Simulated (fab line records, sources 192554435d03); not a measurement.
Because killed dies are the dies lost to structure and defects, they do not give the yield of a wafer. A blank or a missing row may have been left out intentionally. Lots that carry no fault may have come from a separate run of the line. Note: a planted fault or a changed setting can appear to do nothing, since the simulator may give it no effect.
Chamber matching | flow n5Finfet | N5_BEOL_M8_STRIP_67 on rieDiel-04 has 4 sister chambers
The step strips in CF4. 4 wafers are shown with their chamber, then 8 later ones without.

## WAFERS, EACH WITH ITS CHAMBER
wafer  | chamber | showerheadPlenumPTorr (Torr)
L077.2 | 3       | 1.73
L085.4 | 0       | 1.81
L085.5 | 1       | 1.71
L086.2 | 2       | 1.76

## WAFERS MISSING THEIR CHAMBER
wafer  | showerheadPlenumPTorr (Torr)
L086.3 | 1.71
L086.6 | 1.71
L093.2 | 1.72
L093.4 | 1.71
L093.5 | 1.72
L094.1 | 1.75
L094.4 | 1.72
L094.5 | 1.70

## WHICH CHAMBER EACH WENT THROUGH
wafer  | from the rows above     | in truth
L086.3 | 1                       | 1
L086.6 | 1                       | 1
L093.2 | can't be placed: 1 or 3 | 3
L093.4 | 1                       | 1
L093.5 | can't be placed: 1 or 3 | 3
L094.1 | can't be placed: 2 or 3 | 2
L094.4 | can't be placed: 1 or 3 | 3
L094.5 | 1                       | 1
Correct placement for 4 of the 8. Unplaceable from these rows: 4, with the true chamber sitting among the candidates in 4. Placed wrongly: 0.
How it was worked out, from the rows above alone: a wafer's distance from a chamber is the root of the sum, over the readings, of the square of ((its reading less the chamber's mean) divided by the reading's scatter). If the next closest chamber is less than 2 further off than the closest, the wafer can't be placed; otherwise it belongs to the closest. For every chamber, the mean is computed from those of its wafers that are shown. The scatter: root of mean squared gap, hidden wafer to nearest shown wafer, with one shown wafer a chamber.
